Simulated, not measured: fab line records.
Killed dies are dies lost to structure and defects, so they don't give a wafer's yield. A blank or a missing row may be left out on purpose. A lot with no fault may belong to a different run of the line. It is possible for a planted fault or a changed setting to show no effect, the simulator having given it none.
Split-lot trial	flow n5Finfet	route with 1938 steps; 7 lots, 21 wafers read

## ON THE SPLIT
At N5_BEOL_M5_VIA_ETCH_34 (etches SiCOH lowk in C4F6/O2, target depth 88.3 nm, time 39.2 s), the setting biasW was moved away from the recipe's 185 W on 10 of the 21 wafers read, by -16.8% to +15.0%. All remaining wafers had this setting at the recipe value.

The reading comes from the split's own step.

## THE READING
rfVppV, in V, at N5_BEOL_M5_VIA_ETCH_34 (etches SiCOH lowk in C4F6/O2, target depth 88.3 nm, time 39.2 s). Fault-free wafers of this fab line usually give 666 V, standard deviation 18 V.

wafer	tool, chamber at the split	biasW as run, W	against the recipe	rfVppV, V	against lot-mates on the recipe
L075.1	rieDiel-05, 1	212.7	+15.0%	725	+62
L075.4	rieDiel-05, 0	185	recipe	677	-
L075.5	rieDiel-05, 1	185	recipe	650	-
L083.2	rieDiel-03, 3	185	recipe	687	-
L083.4	rieDiel-03, 0	154.2	-16.6%	560	-108
L083.6	rieDiel-03, 2	185	recipe	648	-
L082.1	rieDiel-04, 2	154	-16.8%	568	-93
L082.4	rieDiel-04, 0	185	recipe	642	-
L082.5	rieDiel-04, 3	185	recipe	680	-
L090.1	rieDiel-03, 3	157.8	-14.7%	605	-54
L090.3	rieDiel-03, 2	185	recipe	659	-
L090.6	rieDiel-03, 0	157.8	-14.7%	571	-88
L092.1	rieDiel-05, 2	157.6	-14.8%	583	no lot-mate on the recipe
L092.2	rieDiel-05, 3	157.6	-14.8%	615	no lot-mate on the recipe
L092.4	rieDiel-05, 0	157.6	-14.8%	596	no lot-mate on the recipe
L096.2	rieDiel-05, 1	185	recipe	650	-
L096.4	rieDiel-05, 0	168.5	-8.9%	628	-22
L096.6	rieDiel-05, 0	168.5	-8.9%	631	-19
L094.1	rieDiel-04, 1	185	recipe	652	-
L094.2	rieDiel-04, 2	185	recipe	657	-
L094.6	rieDiel-04, 3	185	recipe	680	-

FIT RESULTS
A straight line over all 21 wafers: rfVppV changes by +4.81 V for each +1% of biasW; r = +0.94; the points scatter about the line by 16 V.
The same after taking each lot's own level away (the mean of its wafers on the recipe; 18 wafers): +4.89 V for each +1%; r = +0.92; scatter 17 V.
According to that fit, moving biasW by its largest amount changes the reading by 82 V.
Across the lots, their own levels run from 650.0 to 667.5 V, a range of 1.0 times the standard deviation given above.
So the lot-to-lot level changes the slope little: the two slopes agree.
Check: -79.1 V against its lot-mates is what the line predicts for one of the wafers moved furthest among these (-16.8%) when that wafer is left out of the fit. It came out at -93 V against them.
Tool readings at the split's step, against how far the setting was moved: rfVppV r = +0.94.

## FURTHER SPLITS ON THESE WAFERS
These wafers also went through other splits before the reading. Each is held against what the fit with the lots' levels taken away leaves over:
other split on the same wafers	wafers away from the commonest value	r with rfVppV (lot level and that fit taken away)
N5_BEOL_M5_EXPOSE_25 doseMj	7	-0.02

## THE FILE'S OWN FIT
rfVppV changes by +5.1 V for each +1% of biasW, r = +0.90.
